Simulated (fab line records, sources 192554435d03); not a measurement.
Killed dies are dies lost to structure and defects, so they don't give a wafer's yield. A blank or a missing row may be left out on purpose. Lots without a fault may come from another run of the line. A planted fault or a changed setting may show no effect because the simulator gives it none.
Chamber matching | flow n5_finfet | N5_BEOL_M1_ALD_84 on ald_metal-04: 4 sister chambers
The step deposits TaN, pulse time 2 s, purge time 3 s, co reactant purge time 2 s. 18 wafers are shown with their chamber, then 9 later ones without.

WAFERS WITH THEIR CHAMBER
wafer  | chamber | heater_power_w (W) | chamber_pressure_Torr (Torr) | mfc_carrier_sccm (sccm)
L078.1 | 1       | 442                | 2.999                        | 1497
L078.5 | 3       | 384                | 2.996                        | 1507
L078.6 | 2       | 420                | 3.005                        | 1498
L081.1 | 2       | 425                | 3.004                        | 1498
L081.2 | 3       | 379                | 3.004                        | 1501
L081.5 | 0       | 451                | 3.012                        | 1498
L085.1 | 3       | 382                | 2.998                        | 1503
L085.4 | 2       | 421                | 2.995                        | 1509
L085.5 | 3       | 378                | 2.998                        | 1498
L087.1 | 1       | 446                | 3.001                        | 1500
L087.4 | 0       | 467                | 3.005                        | 1501
L087.5 | 3       | 379                | 2.991                        | 1507
L090.3 | 2       | 431                | 3.008                        | 1499
L090.5 | 0       | 451                | 2.990                        | 1507
L090.6 | 1       | 451                | 2.990                        | 1494
L091.1 | 3       | 389                | 2.989                        | 1496
L091.2 | 2       | 426                | 3.001                        | 1503
L091.6 | 1       | 451                | 2.995                        | 1500

SIGNATURES (means of the wafers above)
reading               | chamber 0 | chamber 1 | chamber 2 | chamber 3 | scatter within a chamber
heater_power_w        | 456.33    | 447.50    | 424.60    | 381.83    | 5.29
chamber_pressure_Torr | 3.00233   | 2.99625   | 3.00260   | 2.99600   | 0.00636
mfc_carrier_sccm      | 1502.00   | 1497.75   | 1501.40   | 1502.00   | 4.31
Rule: a wafer's distance from a chamber is the root of the sum, over the readings, of the square of ((its reading less the chamber's mean) divided by the reading's scatter). The wafer belongs to the nearest chamber; if the next one is less than 2 further off, it can't be placed. The scatter: the root of (the sum of the squares of (reading less its chamber's mean) over the shown wafers, divided by (wafers less chambers)).

WAFERS WITHOUT THEIR CHAMBER
wafer  | heater_power_w (W) | chamber_pressure_Torr (Torr) | mfc_carrier_sccm (sccm)
L094.1 | 381                | 2.999                        | 1498
L094.2 | 421                | 2.995                        | 1501
L094.4 | 463                | 2.999                        | 1502
L096.1 | 468                | 3.005                        | 1500
L096.2 | 423                | 3.007                        | 1499
L096.3 | 448                | 3.002                        | 1496
L097.1 | 385                | 3.001                        | 1498
L097.2 | 425                | 3.011                        | 1501
L097.6 | 424                | 3.006                        | 1504

WHICH CHAMBER EACH WENT THROUGH
wafer  | from the rows above     | in truth
L094.1 | 3                       | 3
L094.2 | 2                       | 2
L094.4 | can't be placed: 0 or 1 | 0
L096.1 | can't be placed: 0 or 1 | 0
L096.2 | 2                       | 2
L096.3 | can't be placed: 1 or 0 | 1
L097.1 | 3                       | 3
L097.2 | 2                       | 2
L097.6 | 2                       | 2
Placed correctly: 6 of 9. Can't be placed from these rows: 3 (the true chamber is among the candidates in 3). Placed wrongly: 0.
